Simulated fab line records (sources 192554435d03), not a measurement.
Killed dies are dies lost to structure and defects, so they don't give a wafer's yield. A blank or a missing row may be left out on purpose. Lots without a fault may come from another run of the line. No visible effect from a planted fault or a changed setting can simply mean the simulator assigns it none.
Lot-split experiment :: flow n5 finfet :: 21 wafers read across 7 lots, on a route 1938 steps long

== THE SPLIT ==
At N5_BEOL_M13_COAT_65 (time 60 s, resist thk 350 nm), the setting spin rpm was moved away from the recipe's 1500 rpm on 6 of the 21 wafers read, by -10.9% to +7.5%. This setting was run at the recipe's value on the other wafers.

The split's own step is where the reading is taken.

== THE READING ==
SOC_of_BEOL_M13_COAT_65.thk nm (the simulator's own value, which no gauge read), in nm, at N5_BEOL_M13_COAT_65 (time 60 s, resist thk 350 nm). There is no usual value for it anywhere in the file. The 15 wafers here that ran the recipe average 350.5 nm, standard deviation 0.69 nm.

wafer: L074.2
tool, chamber at the split: litho track-01, 0
spin rpm as run, rpm: 1396
against the recipe: -6.9%
SOC_of_BEOL_M13_COAT_65.thk nm, nm: 362.6
against lot-mates on the recipe: +12.8

wafer: L074.3
tool, chamber at the split: litho track-01, 0
spin rpm as run, rpm: 1500
against the recipe: recipe
SOC_of_BEOL_M13_COAT_65.thk nm, nm: 349.4
against lot-mates on the recipe: -

wafer: L074.5
tool, chamber at the split: litho track-01, 0
spin rpm as run, rpm: 1500
against the recipe: recipe
SOC_of_BEOL_M13_COAT_65.thk nm, nm: 350.2
against lot-mates on the recipe: -

wafer: L080.2
tool, chamber at the split: litho track-01, 0
spin rpm as run, rpm: 1337
against the recipe: -10.9%
SOC_of_BEOL_M13_COAT_65.thk nm, nm: 370.4
against lot-mates on the recipe: +19.4

wafer: L080.5
tool, chamber at the split: litho track-01, 0
spin rpm as run, rpm: 1500
against the recipe: recipe
SOC_of_BEOL_M13_COAT_65.thk nm, nm: 351
against lot-mates on the recipe: -

wafer: L080.6
tool, chamber at the split: litho track-01, 0
spin rpm as run, rpm: 1337
against the recipe: -10.9%
SOC_of_BEOL_M13_COAT_65.thk nm, nm: 371.4
against lot-mates on the recipe: +20.4

wafer: L084.1
tool, chamber at the split: litho track-03, 0
spin rpm as run, rpm: 1558
against the recipe: +3.9%
SOC_of_BEOL_M13_COAT_65.thk nm, nm: 343.2
against lot-mates on the recipe: -7.3

wafer: L084.2
tool, chamber at the split: litho track-03, 0
spin rpm as run, rpm: 1500
against the recipe: recipe
SOC_of_BEOL_M13_COAT_65.thk nm, nm: 350.4
against lot-mates on the recipe: -

wafer: L084.3
tool, chamber at the split: litho track-03, 0
spin rpm as run, rpm: 1500
against the recipe: recipe
SOC_of_BEOL_M13_COAT_65.thk nm, nm: 350.6
against lot-mates on the recipe: -

wafer: L082.1
tool, chamber at the split: litho track-01, 0
spin rpm as run, rpm: 1500
against the recipe: recipe
SOC_of_BEOL_M13_COAT_65.thk nm, nm: 350.8
against lot-mates on the recipe: -

wafer: L082.2
tool, chamber at the split: litho track-01, 0
spin rpm as run, rpm: 1500
against the recipe: recipe
SOC_of_BEOL_M13_COAT_65.thk nm, nm: 350
against lot-mates on the recipe: -

wafer: L082.5
tool, chamber at the split: litho track-01, 0
spin rpm as run, rpm: 1500
against the recipe: recipe
SOC_of_BEOL_M13_COAT_65.thk nm, nm: 351.4
against lot-mates on the recipe: -

wafer: L087.1
tool, chamber at the split: litho track-01, 0
spin rpm as run, rpm: 1500
against the recipe: recipe
SOC_of_BEOL_M13_COAT_65.thk nm, nm: 350.8
against lot-mates on the recipe: -

wafer: L087.3
tool, chamber at the split: litho track-01, 0
spin rpm as run, rpm: 1500
against the recipe: recipe
SOC_of_BEOL_M13_COAT_65.thk nm, nm: 352
against lot-mates on the recipe: -

wafer: L087.6
tool, chamber at the split: litho track-01, 0
spin rpm as run, rpm: 1362
against the recipe: -9.2%
SOC_of_BEOL_M13_COAT_65.thk nm, nm: 368.2
against lot-mates on the recipe: +16.8

wafer: L089.1
tool, chamber at the split: litho track-05, 0
spin rpm as run, rpm: 1500
against the recipe: recipe
SOC_of_BEOL_M13_COAT_65.thk nm, nm: 349.2
against lot-mates on the recipe: -

wafer: L089.4
tool, chamber at the split: litho track-05, 0
spin rpm as run, rpm: 1613
against the recipe: +7.5%
SOC_of_BEOL_M13_COAT_65.thk nm, nm: 337.8
against lot-mates on the recipe: -12.0

wafer: L089.6
tool, chamber at the split: litho track-05, 0
spin rpm as run, rpm: 1500
against the recipe: recipe
SOC_of_BEOL_M13_COAT_65.thk nm, nm: 350.4
against lot-mates on the recipe: -

wafer: L092.1
tool, chamber at the split: litho track-01, 0
spin rpm as run, rpm: 1500
against the recipe: recipe
SOC_of_BEOL_M13_COAT_65.thk nm, nm: 350.4
against lot-mates on the recipe: -

wafer: L092.4
tool, chamber at the split: litho track-01, 0
spin rpm as run, rpm: 1500
against the recipe: recipe
SOC_of_BEOL_M13_COAT_65.thk nm, nm: 350.4
against lot-mates on the recipe: -

wafer: L092.2
tool, chamber at the split: litho track-01, 0
spin rpm as run, rpm: 1500
against the recipe: recipe
SOC_of_BEOL_M13_COAT_65.thk nm, nm: 349.8
against lot-mates on the recipe: -

THE FIT
A straight line over all 21 wafers: SOC_of_BEOL_M13_COAT_65.thk nm changes by -1.84 nm for each +1% of spin rpm; r = -1.00; the points scatter about the line by 0.74 nm.
The same after taking each lot's own level away (the mean of its wafers on the recipe; 21 wafers): -1.8 nm for each +1%; r = -1.00; scatter 0.57 nm.
On that fit, the largest move of spin rpm shifts the reading by 20 nm.
The span of the lots' own levels, 349.80 to 351.40 nm, comes to 2.3 times the standard deviation stated above.
Hence the lot-to-lot level has little effect on the slope; both slopes agree.
Check: with one of the wafers moved furthest among these (-10.9%) left out of the fit, the line predicts +19.7 nm for it against its lot-mates. Against them it came out at +19.4 nm.

== FURTHER SPLITS ON THESE WAFERS ==
Before the reading, these wafers also passed through other splits. Each is held against what the fit with the lots' levels taken away leaves over:
other split on the same wafers: N5_BEOL_M8_ALD_77 purge time s
wafers away from the commonest value: 9
r with SOC_of_BEOL_M13_COAT_65.thk nm (lot level and that fit taken away): +0.05

other split on the same wafers: N5_BEOL_M9_COAT_64 spin rpm
wafers away from the commonest value: 6
r with SOC_of_BEOL_M13_COAT_65.thk nm (lot level and that fit taken away): +0.18

other split on the same wafers: N5_BEOL_M9_COAT_22 spin rpm
wafers away from the commonest value: 7
r with SOC_of_BEOL_M13_COAT_65.thk nm (lot level and that fit taken away): +0.29

other split on the same wafers: N5_BEOL_M13_ETCH_59 bias w
wafers away from the commonest value: 4
r with SOC_of_BEOL_M13_COAT_65.thk nm (lot level and that fit taken away): -0.18

== THE FILE'S OWN FIT ==
SOC_of_BEOL_M13_COAT_65.thk nm changes by -1.79 nm for each +1% of spin rpm, r = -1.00.
